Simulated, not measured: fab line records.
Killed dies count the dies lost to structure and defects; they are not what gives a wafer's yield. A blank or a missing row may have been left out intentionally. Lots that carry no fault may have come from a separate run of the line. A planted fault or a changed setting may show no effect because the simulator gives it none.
Chamber matching :: flow n5-finfet :: ald-sin-02 running N5_GATE_CUT_SAC_CAP_01: 4 sister chambers
The step material SiNx, target thk 24 nm, pulse time 1 s, ald cycles 480. 8 wafers are shown with their chamber, then 8 later ones without.

== WAFERS WITH THEIR CHAMBER ==
wafer: L079.6
chamber: 2
heater-power-w (W): 807
precursor-pulse-height-rel: 0.992

wafer: L089.1
chamber: 2
heater-power-w (W): 803
precursor-pulse-height-rel: 0.988

wafer: L090.4
chamber: 1
heater-power-w (W): 763
precursor-pulse-height-rel: 1.008

wafer: L090.6
chamber: 3
heater-power-w (W): 989
precursor-pulse-height-rel: 1.010

wafer: L091.2
chamber: 0
heater-power-w (W): 828
precursor-pulse-height-rel: 1.038

wafer: L091.4
chamber: 1
heater-power-w (W): 771
precursor-pulse-height-rel: 0.989

wafer: L091.6
chamber: 0
heater-power-w (W): 829
precursor-pulse-height-rel: 0.980

wafer: L094.2
chamber: 3
heater-power-w (W): 1035
precursor-pulse-height-rel: 1.004

== WAFERS MISSING THEIR CHAMBER ==
wafer: L094.3
heater-power-w (W): 809
precursor-pulse-height-rel: 0.975

wafer: L094.5
heater-power-w (W): 855
precursor-pulse-height-rel: 1.001

wafer: L096.1
heater-power-w (W): 772
precursor-pulse-height-rel: 1.002

wafer: L096.4
heater-power-w (W): 821
precursor-pulse-height-rel: 1.007

wafer: L096.6
heater-power-w (W): 856
precursor-pulse-height-rel: 0.992

wafer: L097.1
heater-power-w (W): 814
precursor-pulse-height-rel: 0.965

wafer: L097.4
heater-power-w (W): 855
precursor-pulse-height-rel: 1.010

wafer: L097.6
heater-power-w (W): 840
precursor-pulse-height-rel: 1.005

== THE CHAMBER EACH PASSED THROUGH ==
wafer: L094.3
from the rows above: can't be placed: 2 or 0
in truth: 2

wafer: L094.5
from the rows above: can't be placed: 0 or 2
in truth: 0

wafer: L096.1
from the rows above: can't be placed: 1 or 2
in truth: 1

wafer: L096.4
from the rows above: can't be placed: 0 or 2
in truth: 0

wafer: L096.6
from the rows above: can't be placed: 0 or 2
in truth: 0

wafer: L097.1
from the rows above: can't be placed: 2 or 0 or 1
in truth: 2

wafer: L097.4
from the rows above: can't be placed: 0 or 2
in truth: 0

wafer: L097.6
from the rows above: can't be placed: 0 or 2
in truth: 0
Correct placement for 0 of the 8. Can't be placed from these rows: 8 (the true chamber is among the candidates in 8). Number placed wrongly: 0.
How it was worked out, from the rows above alone: a wafer's distance from a chamber is the root of the sum, over the readings, of the square of ((its reading less the chamber's mean) divided by the reading's scatter). If the next closest chamber is less than 2 further off than the closest, the wafer can't be placed; otherwise it belongs to the closest. For every chamber, the mean is computed from those of its wafers that are shown. How the scatter is found: for the shown wafers, subtract from each reading the mean of its chamber, square and add these, divide the total by (wafers less chambers), then take the root.
